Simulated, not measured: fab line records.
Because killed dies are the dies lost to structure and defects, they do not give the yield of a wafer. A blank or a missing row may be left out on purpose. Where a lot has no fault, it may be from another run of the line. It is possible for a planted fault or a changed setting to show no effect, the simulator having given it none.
Matching of chambers | flow nand harc | 4 sister chambers for NHARC_A_STAIRCASE_ETCH_271 on rie diel-04
The step etches the open film in CF4/CHF3. 16 wafers are shown with their chamber, then 8 later ones without.

== WAFERS PAIRED WITH THEIR CHAMBERS ==
wafer  | chamber | drypump motor current A (A) | showerhead plenum p Torr (Torr) | rf vpp V (V)
L075.1 | 2       | 5.6                         | 1.54                            | 368.9
L075.5 | 2       | 5.6                         | 1.54                            | 369.3
L075.6 | 3       | 5.6                         | 1.47                            | 365.6
L079.3 | 3       | 5.6                         | 1.47                            | 367.6
L079.5 | 0       | 6.6                         | 1.60                            | 371.8
L079.6 | 1       | 5.7                         | 1.58                            | 372.4
L082.3 | 1       | 5.7                         | 1.58                            | 370.4
L082.4 | 3       | 5.6                         | 1.47                            | 366.2
L082.5 | 3       | 5.6                         | 1.47                            | 367.6
L084.2 | 1       | 5.7                         | 1.58                            | 369.9
L084.3 | 2       | 5.6                         | 1.53                            | 369.8
L084.6 | 2       | 5.6                         | 1.53                            | 368.8
L086.1 | 1       | 5.7                         | 1.58                            | 370.8
L086.4 | 3       | 5.6                         | 1.46                            | 365.6
L086.6 | 2       | 5.5                         | 1.53                            | 368.7
L088.2 | 1       | 5.6                         | 1.57                            | 371.1

SIGNATURES (averages over the wafers above)
reading                  | chamber 0 | chamber 1 | chamber 2 | chamber 3 | scatter within a chamber
drypump motor current A  | 6.600     | 5.680     | 5.580     | 5.600     | 0.0365
showerhead plenum p Torr | 1.6000    | 1.5780    | 1.5340    | 1.4680    | 0.00483
rf vpp V                 | 371.800   | 370.920   | 369.100   | 366.520   | 0.841
Rule: for each reading, subtract the chamber's mean from the wafer's reading, divide by that reading's scatter and square the result; add these up over the readings and take the root, which gives the wafer's distance from the chamber. The wafer belongs to the nearest chamber; if the next one is less than 2 further off, it can't be placed. The scatter is the square root of a quotient: the sum, over the shown wafers, of each reading's squared deviation from its chamber's mean, divided by wafers minus chambers.

== WAFERS WITH NO CHAMBER GIVEN ==
wafer  | drypump motor current A (A) | showerhead plenum p Torr (Torr) | rf vpp V (V)
L088.3 | 5.6                         | 1.53                            | 367.8
L088.5 | 6.6                         | 1.59                            | 370.4
L094.1 | 5.5                         | 1.53                            | 368.7
L094.4 | 5.6                         | 1.57                            | 370.3
L094.5 | 5.6                         | 1.57                            | 370.9
L097.1 | 6.6                         | 1.58                            | 370.3
L097.4 | 5.6                         | 1.53                            | 369.1
L097.5 | 5.6                         | 1.52                            | 370.8

== WHICH CHAMBER EACH ONE RAN IN ==
wafer  | from the rows above | in truth
L088.3 | 2                   | 2
L088.5 | 0                   | 0
L094.1 | 2                   | 2
L094.4 | 1                   | 1
L094.5 | 1                   | 1
L097.1 | 0                   | 0
L097.4 | 2                   | 2
L097.5 | 2                   | 2
8 of 8 placed correctly. Not placeable from these rows: 0. Wrongly placed: 0.
